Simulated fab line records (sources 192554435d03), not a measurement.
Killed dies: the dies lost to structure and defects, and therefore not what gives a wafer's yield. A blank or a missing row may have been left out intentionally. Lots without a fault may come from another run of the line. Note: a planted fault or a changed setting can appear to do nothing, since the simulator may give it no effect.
Which of the tools did it? -- flow n5 finfet -- 24 lots, 72 wafers sampled, at 5 steps of a route of 1938

== WHAT THE GAUGES READ, wafer by wafer ==
N5_BEOL_M8_OVL_MEAS_29. Usual: for V7_OVL the level is -0.2 nm and the standard deviation is 0.89.
lot,measured,on,V7_OVL (nm),flag
L074,day 10 02:47,overlay-02,-0.5 -0.7 0.0,
L075,day 10 03:11,overlay-01,-1.1 -0.7 -0.2,
L078,day 10 20:22,overlay-01,-0.9 -1.1 -1.5,
L076,day 11 02:42,overlay-02,0.3 0.7 0.9,
L079,day 11 06:02,overlay-02,2.1 0.7 0.0,
L080,day 11 11:26,overlay-01,0.8 0.1 0.4,
L081,day 11 08:51,overlay-02,0.3 -1.3 0.2,
L077,day 11 11:23,overlay-01,-1.1 0.6 -0.6,
L082,day 12 02:10,overlay-01,1.3 0.7 1.4,
L083,day 12 02:27,overlay-01,-0.3 -1.8 -1.0,
L085,day 12 05:23,overlay-02,0.2 -0.4 -0.4,
L084,day 12 08:08,overlay-01,0.1 0.0 0.0,
L087,day 13 01:32,overlay-02,-0.7 -0.9 -0.7,
L086,day 13 05:22,overlay-01,0.1 0.0 -0.7,
L088,day 13 11:51,overlay-02,-1.7 -1.6 -1.1,
L090,day 13 19:59,overlay-02,-1.0 0.5 0.2,
L092,day 14 06:12,overlay-01,-1.0 -1.2 -0.8,
L089,day 14 06:39,overlay-01,-1.3 0.6 -0.4,
L091,day 14 06:36,overlay-01,-0.6 -0.1 -0.8,
L093,day 14 06:25,overlay-01,0.2 0.7 1.1,
L094,day 14 06:49,overlay-01,0.7 0.8 -0.4,
L096,day 15 07:41,overlay-02,-1.4 -0.9 -0.8,
L095,day 15 07:44,overlay-01,-0.3 0.8 0.9,
L097,day 15 13:05,overlay-02,-1.7 -1.2 -1.4,

== WHICH TOOL RAN EACH LOT (tool, then ch and the chambers of the sampled wafers, then the start) ==
lot,N5_BEOL_M7_ANNEAL_51,N5_BEOL_M8_PECVD_70,N5_BEOL_M8_DESCUM_16,N5_BEOL_M8_STRIP_67
L074,"rtp anneal-01 ch 0, day 9 20:25","pecvd-01 ch 0,1, day 9 22:09","rie diel-06 ch 0,2, day 9 22:40","rie diel-06 ch 0,2, day 9 22:55"
L075,"rtp anneal-02 ch 0, day 9 22:50","pecvd-04 ch 0,1, day 10 00:52","rie diel-06 ch 2,3, day 10 02:22","rie diel-06 ch 2,3, day 10 02:36"
L078,"rtp anneal-02 ch 0, day 10 15:57","pecvd-03 ch 1,2, day 10 17:58","rie diel-02 ch 0,1, day 10 19:03","rie diel-02 ch 0,1, day 10 19:17"
L076,"rtp anneal-02 ch 0, day 10 18:13","pecvd-04 ch 0,1,2, day 10 19:35","rie diel-05 ch 1,3, day 10 21:56","rie diel-05 ch 1,3, day 10 22:10"
L079,"rtp anneal-01 ch 0, day 11 00:39","pecvd-03 ch 1,2, day 11 02:04","rie diel-02 ch 0,1,3, day 11 04:02","rie diel-02 ch 0,1,3, day 11 04:16"
L080,"rtp anneal-01 ch 0, day 11 04:35","pecvd-03 ch 0,2, day 11 06:26","rie diel-06 ch 1,2,3, day 11 08:16","rie diel-06 ch 1,2,3, day 11 08:31"
L081,"rtp anneal-02 ch 0, day 11 04:43","pecvd-03 ch 0,1,2, day 11 06:07","rie diel-05 ch 0,1,2, day 11 07:56","rie diel-05 ch 0,1,2, day 11 08:10"
L077,"rtp anneal-01 ch 0, day 11 04:52","pecvd-01 ch 1,2, day 11 06:14","rie diel-05 ch 0,1,3, day 11 08:11","rie diel-05 ch 0,1,3, day 11 08:25"
L082,"rtp anneal-02 ch 0, day 11 22:22","pecvd-03 ch 0,1,2, day 11 23:46","rie diel-06 ch 1,2,3, day 12 01:14","rie diel-06 ch 1,2,3, day 12 01:29"
L083,"rtp anneal-01 ch 0, day 11 22:28","pecvd-04 ch 0,1,2, day 12 00:16","rie diel-06 ch 1,2,3, day 12 01:30","rie diel-06 ch 1,2,3, day 12 01:44"
L085,"rtp anneal-02 ch 0, day 12 00:49","pecvd-01 ch 0,1,2, day 12 02:35","rie diel-06 ch 0,3, day 12 03:50","rie diel-06 ch 0,3, day 12 04:05"
L084,"rtp anneal-02 ch 0, day 12 02:59","pecvd-04 ch 1,2, day 12 04:31","rie diel-02 ch 0,1,2, day 12 06:32","rie diel-02 ch 0,1,2, day 12 06:46"
L087,"rtp anneal-02 ch 0, day 12 20:02","pecvd-01 ch 0,1,2, day 12 22:50","rie diel-02 ch 0,1, day 12 23:48","rie diel-02 ch 0,1, day 13 00:02"
L086,"rtp anneal-01 ch 0, day 13 00:29","pecvd-01 ch 1,2, day 13 02:19","rie diel-06 ch 0,1,3, day 13 03:44","rie diel-06 ch 0,1,3, day 13 03:58"
L088,"rtp anneal-01 ch 0, day 13 07:11","pecvd-01 ch 0,1, day 13 09:20","rie diel-06 ch 1,2,3, day 13 11:02","rie diel-06 ch 1,2,3, day 13 11:17"
L090,"rtp anneal-01 ch 0, day 13 14:05","pecvd-03 ch 0,2, day 13 15:25","rie diel-06 ch 0,2, day 13 17:49","rie diel-06 ch 0,2, day 13 18:04"
L092,"rtp anneal-02 ch 0, day 13 23:00","pecvd-01 ch 1,2, day 14 00:34","rie diel-05 ch 1,2, day 14 02:11","rie diel-05 ch 1,2, day 14 02:26"
L089,"rtp anneal-01 ch 0, day 13 23:01","pecvd-03 ch 0,1,2, day 14 00:34","rie diel-06 ch 1,2, day 14 02:47","rie diel-06 ch 1,2, day 14 03:02"
L091,"rtp anneal-01 ch 0, day 13 23:15","pecvd-04 ch 0,1, day 14 01:02","rie diel-05 ch 0,2,3, day 14 03:50","rie diel-05 ch 0,2,3, day 14 04:05"
L093,"rtp anneal-02 ch 0, day 14 00:20","pecvd-01 ch 1,2, day 14 01:46","rie diel-05 ch 0,1,3, day 14 04:06","rie diel-05 ch 0,1,3, day 14 04:20"
L094,"rtp anneal-02 ch 0, day 14 01:23","pecvd-03 ch 0,1,2, day 14 02:45","rie diel-02 ch 0,1,2, day 14 04:13","rie diel-02 ch 0,1,2, day 14 04:28"
L096,"rtp anneal-02 ch 0, day 15 00:35","pecvd-03 ch 0,1, day 15 01:59","rie diel-05 ch 0,1,3, day 15 03:06","rie diel-05 ch 0,1,3, day 15 03:20"
L095,"rtp anneal-01 ch 0, day 15 00:35","pecvd-03 ch 0,1,2, day 15 02:28","rie diel-02 ch 0,1,2, day 15 03:12","rie diel-02 ch 0,1,2, day 15 03:26"
L097,"rtp anneal-02 ch 0, day 15 09:04","pecvd-01 ch 1,2, day 15 10:28","rie diel-06 ch 1,2,3, day 15 12:17","rie diel-06 ch 1,2,3, day 15 12:31"
- N5_BEOL_M7_ANNEAL_51: time 90 s.
- N5_BEOL_M8_PECVD_70: deposits SiO2 from TEOS/O2, target thk 20 nm, time 22.7 s.
- N5_BEOL_M8_DESCUM_16: chemistry O2, time 7.9 s.
- N5_BEOL_M8_STRIP_67: strips in CF4.

== WHAT THE TOOLS THEMSELVES READ (means of the sampled wafers that have a number; where no wafer has one, the mark that the record gives instead) ==
N5_BEOL_M7_ANNEAL_51. Usual: wafer_temp_C_max reads 226.2 (standard deviation 0.33).
lot,tool,wafer_temp_C_max,flag
L074,rtp anneal-01,226.2,
L075,rtp anneal-02,226.1,
L078,rtp anneal-02,226.2,
L076,rtp anneal-02,226.1,
L079,rtp anneal-01,226.6,
L080,rtp anneal-01,226.2,
L081,rtp anneal-02,226.2,
L077,rtp anneal-01,226.5,
L082,rtp anneal-02,225.9,
L083,rtp anneal-01,226.2,
L085,rtp anneal-02,226.5,
L084,rtp anneal-02,226.1,
L087,rtp anneal-02,226.0,
L086,rtp anneal-01,226.3,
L088,rtp anneal-01,226.3,
L090,rtp anneal-01,226.3,
L092,rtp anneal-02,226.0,
L089,rtp anneal-01,226.6,
L091,rtp anneal-01,226.4,
L093,rtp anneal-02,225.9,
L094,rtp anneal-02,226.2,
L096,rtp anneal-02,226.0,
L095,rtp anneal-01,226.2,
L097,rtp anneal-02,226.2,

N5_BEOL_M8_PECVD_70. Usual: chamber pressure Torr 5.501 Torr, standard deviation 0.014; heater power w 676 W, standard deviation 96; showerhead plenum p Torr 8.79 Torr, standard deviation 0.07; throttle valve pct 21.8 %, standard deviation 1.5.
lot,tool,chamber pressure Torr (Torr),heater power w (W),showerhead plenum p Torr (Torr),throttle valve pct (%),flag
L074,pecvd-01,5.500,648,8.77,21.8,
L075,pecvd-04,5.502,714,8.78,24.4,
L078,pecvd-03,5.493,679,8.76,21.3,
L076,pecvd-04,5.528,699,8.77,23.4,
L079,pecvd-03,5.484,772,8.83,22.3,
L080,pecvd-03,5.504,620,8.73,20.7,
L081,pecvd-03,5.503,705,8.80,21.8,
L077,pecvd-01,5.498,562,8.83,20.3,
L082,pecvd-03,5.504,672,8.80,21.8,
L083,pecvd-04,5.504,686,8.78,23.2,
L085,pecvd-01,5.493,631,8.79,20.9,
L084,pecvd-04,5.503,720,8.76,24.1,
L087,pecvd-01,5.502,633,8.81,21.0,
L086,pecvd-01,5.499,589,8.78,20.7,
L088,pecvd-01,5.498,661,8.76,21.6,
L090,pecvd-03,5.494,670,8.76,21.3,
L092,pecvd-01,5.495,607,8.83,20.4,
L089,pecvd-03,5.497,723,8.79,21.8,
L091,pecvd-04,5.509,751,8.79,24.9,
L093,pecvd-01,5.496,608,8.78,21.1,
L094,pecvd-03,5.498,705,8.81,21.7,
L096,pecvd-03,5.503,755,8.85,22.8,
L095,pecvd-03,5.506,736,8.80,21.9,
L097,pecvd-01,5.499,612,8.84,20.4,

N5_BEOL_M8_DESCUM_16. Usual: drypump motor current A 5.6 A, standard deviation 0.55; oes product au 0.83 a.u., standard deviation 0.079; rf vpp V 243.2 V, standard deviation 1.5; showerhead plenum p Torr 2.11 Torr, standard deviation 0.074; throttle valve pct 20.35 %, standard deviation 0.14.
lot,tool,drypump motor current A (A),oes product au (a.u.),rf vpp V (V),showerhead plenum p Torr (Torr),throttle valve pct (%),flag
L074,rie diel-06,5.9,0.88,242.9,2.18,20.38,
L075,rie diel-06,5.9,0.94,243.4,2.14,20.25,
L078,rie diel-02,5.4,0.74,243.2,2.08,20.30,
L076,rie diel-05,5.6,0.97,242.8,2.08,20.43,
L079,rie diel-02,5.7,0.72,243.3,2.07,20.38,
L080,rie diel-06,5.9,0.91,244.3,2.16,20.35,
L081,rie diel-05,5.8,0.87,242.4,2.10,20.30,
L077,rie diel-05,5.6,0.87,243.1,2.05,20.43,
L082,rie diel-06,5.9,0.90,243.7,2.16,20.35,
L083,rie diel-06,5.9,0.89,243.8,2.16,20.38,
L085,rie diel-06,5.4,0.88,242.0,2.06,20.23,
L084,rie diel-02,5.2,0.74,243.6,2.11,20.24,
L087,rie diel-02,5.4,0.73,244.3,2.07,20.33,
L086,rie diel-06,5.4,0.87,242.6,2.09,20.34,
L088,rie diel-06,5.9,0.87,243.4,2.15,20.38,
L090,rie diel-06,5.3,0.82,242.7,2.09,20.37,
L092,rie diel-05,5.8,0.89,243.4,2.12,20.36,
L089,rie diel-06,6.1,0.86,245.1,2.20,20.49,
L091,rie diel-05,5.9,0.80,242.5,2.08,20.44,
L093,rie diel-05,5.6,0.83,242.1,2.04,20.45,
L094,rie diel-02,5.2,0.73,243.8,2.10,20.26,
L096,rie diel-05,5.5,0.82,241.3,2.04,20.46,
L095,rie diel-02,5.2,0.72,243.0,2.10,20.29,
L097,rie diel-06,5.9,0.85,243.3,2.15,20.42,

N5_BEOL_M8_STRIP_67. Usual: drypump motor current A 5.6 A, standard deviation 0.54; oes product au 0.83 a.u., standard deviation 0.07; rf vpp V 271.1 V, standard deviation 1.6; showerhead plenum p Torr 1.80 Torr, standard deviation 0.058; throttle valve pct 13.45 %, standard deviation 0.19.
lot,tool,drypump motor current A (A),oes product au (a.u.),rf vpp V (V),showerhead plenum p Torr (Torr),throttle valve pct (%),flag
L074,rie diel-06,5.9,0.86,272.3,1.86,13.43,
L075,rie diel-06,5.9,0.91,270.2,1.82,13.22,
L078,rie diel-02,5.4,0.74,271.0,1.80,13.66,
L076,rie diel-05,5.5,0.96,270.3,1.76,13.29,
L079,rie diel-02,5.8,0.73,271.1,1.79,13.71,
L080,rie diel-06,5.9,0.89,271.8,1.83,13.32,
L081,rie diel-05,5.8,0.87,272.1,1.81,13.40,
L077,rie diel-05,5.5,0.87,270.0,1.75,13.42,
L082,rie diel-06,5.9,0.88,272.0,1.83,13.33,
L083,rie diel-06,5.9,0.88,270.0,1.83,13.34,
L085,rie diel-06,5.4,0.87,269.8,1.76,13.29,
L084,rie diel-02,5.2,0.75,271.2,1.81,13.56,
L087,rie diel-02,5.4,0.73,270.6,1.79,13.69,
L086,rie diel-06,5.3,0.86,270.7,1.78,13.36,
L088,rie diel-06,5.9,0.86,272.3,1.82,13.35,
L090,rie diel-06,5.3,0.81,270.6,1.80,13.51,
L092,rie diel-05,5.8,0.87,271.5,1.81,13.33,
L089,rie diel-06,6.1,0.84,271.9,1.87,13.46,
L091,rie diel-05,5.9,0.81,270.9,1.79,13.57,
L093,rie diel-05,5.5,0.83,270.5,1.75,13.47,
L094,rie diel-02,5.2,0.73,270.8,1.81,13.60,
L096,rie diel-05,5.5,0.82,269.8,1.74,13.49,
L095,rie diel-02,5.2,0.73,271.9,1.81,13.62,
L097,rie diel-06,5.9,0.83,271.8,1.82,13.40,

== THE ANSWER, worked out from the rows above alone ==
Rule: take the mean of a lot's wafers that have a number; if it is more than 3 standard deviations from the usual mean, the lot is off. Also off: a lot with no number at a reading for which 4 or more lots have one. Where the step has rows for the other lots, those lots are counted as sound. First the gauges in route order, then the tools' own readings, where a lot's mean is used as printed above. The first step at which some lot is off is used, and at that step the reading that is off furthest; a lot without a number counts as furthest.
None of the lots is off at any reading shown; this tells nothing.

== WHAT THE SIMULATOR HAD INSERTED ==
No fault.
